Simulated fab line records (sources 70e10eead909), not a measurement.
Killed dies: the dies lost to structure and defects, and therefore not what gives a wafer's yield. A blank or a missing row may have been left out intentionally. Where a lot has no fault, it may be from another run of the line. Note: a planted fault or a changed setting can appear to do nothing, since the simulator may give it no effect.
Which of the tools did it? -- flow nand harc -- Sampling: 14 lots, 42 wafers, 5 of 1302 route steps

## WHAT EACH GAUGE READ, for each wafer
NHARC_THIN_TSV_CD_MEAS_33: the cd target is 5000 nm. Usual: cd nm at 4998.7 nm, with a standard deviation of 2.
lot,measured,on,cd nm (nm),flag
L898,day 24 05:26,cd sem-01,5000.3 4999.8 4999.0,
L897,day 24 07:59,cd sem-01,4998.0 5000.9 4998.7,
L896,day 24 14:00,cd sem-02,5000.1 4999.3 5000.7,
L901,day 26 13:44,cd sem-03,4997.3 4996.7 4995.0,
L903,day 26 22:08,cd sem-03,4999.7 4998.6 5000.7,
L899,day 26 23:17,cd sem-02,4996.7 4996.2 5000.6,
L902,day 27 00:22,cd sem-03,4999.2 4998.5 4997.0,
L904,day 27 09:24,cd sem-02,4996.6 4998.5 4999.2,
L905,day 28 01:08,cd sem-01,4999.5 5003.6 5001.9,
L906,day 28 17:24,cd sem-03,4998.9 4999.0 4996.9,
L910,day 30 01:29,cd sem-02,4994.3 4999.9 4998.2,
L909,day 30 00:17,cd sem-03,4997.0 5000.1 5001.3,
L914,day 31 01:18,cd sem-03,4999.7 5000.8 4997.8,
L917,day 33 10:19,cd sem-03,4998.3 4997.1 4997.0,

NHARC_THIN_TSV_CD_MEAS_37. Usual: cd nm at 4999 nm, with a standard deviation of 3.1.
lot,measured,on,cd nm (nm),flag
L898,day 24 06:52,cd sem-01,5001 4999 5001,
L897,day 24 09:25,cd sem-02,5003 5003 4999,
L896,day 24 15:29,cd sem-03,4997 4997 5001,
L901,day 26 15:10,cd sem-02,4998 4996 4998,
L903,day 26 23:37,cd sem-03,4998 4995 5002,
L899,day 27 00:44,cd sem-02,4990 4994 4999,
L902,day 27 01:48,cd sem-03,4998 5001 4996,
L904,day 27 10:50,cd sem-03,4993 4995 4996,
L905,day 28 02:36,cd sem-02,4995 5003 5003,
L906,day 28 18:53,cd sem-03,4999 5000 4995,
L910,day 30 02:56,cd sem-02,4997 5003 5000,
L909,day 30 01:52,cd sem-01,5000 4996 5003,
L914,day 31 02:44,cd sem-02,5003 4997 5000,
L917,day 33 11:46,cd sem-01,4999 4998 4995,

NHARC_END_SORT_01. Usual: killed at array 54, standard deviation 21; killed at other 0.9, standard deviation 1.1; killed at periphery 3.5, standard deviation 2.5; killed dies 58, standard deviation 21; killed open 3.3, standard deviation 1.9; killed short 2.6, standard deviation 1.8.
lot,measured,on,killed at array,killed at other,killed at periphery,killed dies,killed open,killed short,flag
L910,day 30 09:28,prober-02,134 101 111,2 2 0,2 3 3,138 106 114,3 3 5,6 3 9,
L909,day 30 09:29,prober-01,113 106 101,2 0 1,5 13 6,120 119 108,1 5 6,1 1 5,

## WHICH TOOL RAN EACH LOT (tool, then ch and the chambers of the sampled wafers, then the start)
lot,NHARC_A_BLC_PVD_32,NHARC_THIN_TSV_ETCH_15
L898,"pvd sputter-02, day 22 20:53","rie si-05 ch 0,1,2, day 23 23:52"
L897,"pvd sputter-01, day 22 22:37","rie si-05 ch 1,3, day 24 02:23"
L896,"pvd sputter-02, day 23 02:59","rie si-05 ch 1,2, day 24 08:53"
L901,"pvd sputter-02, day 25 06:12","rie si-04 ch 0,1,3, day 26 08:42"
L903,"pvd sputter-02, day 25 13:43","rie si-05 ch 0,3, day 26 17:02"
L899,"pvd sputter-01, day 25 14:36","rie si-04 ch 1,2, day 26 18:12"
L902,"pvd sputter-02, day 25 15:44","rie si-04 ch 1,2, day 26 19:25"
L904,"pvd sputter-02, day 26 01:35","rie si-05 ch 2,3, day 27 04:16"
L905,"pvd sputter-02, day 26 16:01","rie si-04 ch 0,1, day 27 19:27"
L906,"pvd sputter-02, day 27 09:45","rie si-04 ch 0,1,2, day 28 12:29"
L910,"pvd sputter-02, day 28 13:45","rie si-05 ch 0,1,3, day 29 20:15"
L909,"pvd sputter-02, day 28 17:37","rie si-05 ch 0,1, day 29 19:13"
L914,"pvd sputter-03, day 29 17:28","rie si-04 ch 0,3, day 30 20:20"
L917,"pvd sputter-03, day 31 20:58","rie si-05 ch 1,2, day 33 05:07"
- NHARC_A_BLC_PVD_32: deposits Ti, target thk 5 nm, time 17.7 s.
- NHARC_THIN_TSV_ETCH_15: target depth 3000 nm, bosch target overetch cycles 2, bosch etch step 2.8 s.

## AS READ BY THE TOOLS THEMSELVES (means over the sampled wafers that have a number; for cases with no such wafer, the mark the record gives instead)
NHARC_A_BLC_PVD_32. Usual: chamber pressure pa 4.999 Pa, standard deviation 0.0097; throttle valve pct 29.7 %, standard deviation 0.78.
lot,tool,chamber pressure pa (Pa),throttle valve pct (%),flag
L898,pvd sputter-02,5.005,29.6,
L897,pvd sputter-01,4.991,29.3,
L896,pvd sputter-02,4.993,29.0,
L901,pvd sputter-02,4.994,29.6,
L903,pvd sputter-02,5.008,29.5,
L899,pvd sputter-01,4.992,29.4,
L902,pvd sputter-02,5.001,29.4,
L904,pvd sputter-02,5.000,29.4,
L905,pvd sputter-02,4.996,29.8,
L906,pvd sputter-02,4.990,29.3,
L910,pvd sputter-02,4.994,29.1,
L909,pvd sputter-02,5.001,29.5,
L914,pvd sputter-03,5.000,30.3,
L917,pvd sputter-03,4.997,30.2,

NHARC_THIN_TSV_ETCH_15. Usual: drypump motor current A at 5.59 A, with a standard deviation of 0.3.
lot,tool,drypump motor current A (A),flag
L898,rie si-05,5.74,
L897,rie si-05,5.54,
L896,rie si-05,5.40,
L901,rie si-04,5.43,
L903,rie si-05,5.94,
L899,rie si-04,5.56,
L902,rie si-04,5.49,
L904,rie si-05,5.27,
L905,rie si-04,5.49,
L906,rie si-04,5.52,
L910,rie si-05,5.75,
L909,rie si-05,6.06,
L914,rie si-04,5.43,
L917,rie si-05,5.42,

## THE ANSWER, worked out from the rows above alone
Rule: a lot is off if the mean of its wafers that have a number lies more than 3 standard deviations from the usual mean. Also off: a lot with no number at a reading for which 4 or more lots have one. The other lots that the step has rows for count as sound. First the gauges in route order, then the tools' own readings, where a lot's mean is used as printed above. At the first step where some lot is off, the reading lying furthest off is the one used; lots without a number count as furthest.
Nothing can be told from this: no lot is off at any reading shown.

## WHAT HAD BEEN PUT IN BY THE SIMULATOR
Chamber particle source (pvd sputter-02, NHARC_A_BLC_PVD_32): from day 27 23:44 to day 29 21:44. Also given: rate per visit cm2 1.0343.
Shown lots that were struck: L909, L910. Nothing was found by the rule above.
